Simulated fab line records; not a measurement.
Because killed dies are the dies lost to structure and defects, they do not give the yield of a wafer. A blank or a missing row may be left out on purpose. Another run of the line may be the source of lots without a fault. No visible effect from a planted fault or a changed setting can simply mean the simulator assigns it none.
Which tool did it?    flow n5-finfet    30 wafers from 10 lots sampled at 5 of the route's 1938 steps

## WHAT THE GAUGES SHOWED, per wafer
N5_BEOL_M4_RC_MEAS_101.
lot   measured      on         DIBL_N (mV/V)
L402  day 8 02:03   prober-01  38.1 35.5 38.4
L405  day 8 19:58   prober-02  38.1 35.6 35.8
L407  day 9 00:59   prober-01  40.9 38.7 39.4
L409  day 9 06:25   prober-02  32.9 35.6 34.9
L416  day 11 06:06  prober-02  38.3 37.2 37.1
L414  day 11 07:41  prober-01  39.4 37.2 39.0
L418  day 11 21:11  prober-01  40.2 37.6 39.0
L419  day 12 01:38  prober-02  38.1 37.3 37.4
L423  day 13 07:31  prober-02  35.7 40.3 36.5
L425  day 13 09:58  prober-02  36.4 36.8 37.0

## WHAT TOOL EACH LOT RAN ON (gives the tool, then ch and the chambers of the sampled wafers, and finally the start)
lot   N5_BEOL_M1_SPUTTER_48         N5_BEOL_M1_SPUTTER_81         N5_BEOL_M1_ANNEAL_93          N5_BEOL_M1_CMP_52
L402  pvd-sputter-02, day 6 07:28   pvd-sputter-02, day 6 07:54   pvd-sputter-02, day 6 08:52   cmp-03 ch 0,1, day 6 09:44
L405  pvd-sputter-02, day 7 00:40   pvd-sputter-02, day 7 01:07   pvd-sputter-02, day 7 02:04   cmp-02 ch 0,1,2, day 7 02:56
L407  pvd-sputter-01, day 7 12:14   pvd-sputter-01, day 7 12:40   pvd-sputter-01, day 7 13:38   cmp-03 ch 0,2, day 7 14:29
L409  pvd-sputter-03, day 8 00:52   pvd-sputter-03, day 8 01:19   pvd-sputter-03, day 8 02:16   cmp-04 ch 1,2,3, day 8 03:07
L416  pvd-sputter-02, day 9 23:55   pvd-sputter-02, day 10 00:22  pvd-sputter-02, day 10 01:19  cmp-03 ch 0,2,3, day 10 02:10
L414  pvd-sputter-03, day 10 00:03  pvd-sputter-03, day 10 00:29  pvd-sputter-03, day 10 01:27  cmp-03 ch 0,1,2, day 10 02:24
L418  pvd-sputter-03, day 10 05:22  pvd-sputter-03, day 10 05:49  pvd-sputter-03, day 10 06:46  cmp-02 ch 1,2, day 10 07:37
L419  pvd-sputter-03, day 10 13:51  pvd-sputter-03, day 10 14:17  pvd-sputter-03, day 10 15:15  cmp-04 ch 0,1,2, day 10 16:07
L423  pvd-sputter-02, day 11 20:13  pvd-sputter-02, day 11 20:40  pvd-sputter-02, day 11 21:37  cmp-04 ch 0,1,2, day 11 22:56
L425  pvd-sputter-01, day 12 00:40  pvd-sputter-01, day 12 01:06  pvd-sputter-01, day 12 02:04  cmp-04 ch 1,2,3, day 12 03:14
- N5_BEOL_M1_SPUTTER_48: material Cu, target thk 4.5 nm, time 8.29 s.
- N5_BEOL_M1_SPUTTER_81: material Cu, target thk 4.5 nm, time 8.29 s.
- N5_BEOL_M1_ANNEAL_93: time 240 s.
- N5_BEOL_M1_CMP_52: polishes, stops on SiOC, t overpolish 6.8 s, target thk 40 nm.

## THE ANSWER, worked out from the rows above alone
Rule: usual is defined by the lots themselves. Put in order of their means at a reading, lots are off if they are a third of the lots or fewer, leave a main group of 4 or more, and stand apart from it by a gap of 3 or more times the standard deviation of the main group's means; of several such gaps the widest counts. If all means in a main group match to the digits the tables above print for the reading, that group is not used. Also off: a lot with no number at a reading for which 4 or more lots have one. All remaining lots with rows at the step are treated as sound.
Across all readings shown, no lot is off: no conclusion can be drawn from this.

## WHAT THE SIMULATOR HAD PUT IN
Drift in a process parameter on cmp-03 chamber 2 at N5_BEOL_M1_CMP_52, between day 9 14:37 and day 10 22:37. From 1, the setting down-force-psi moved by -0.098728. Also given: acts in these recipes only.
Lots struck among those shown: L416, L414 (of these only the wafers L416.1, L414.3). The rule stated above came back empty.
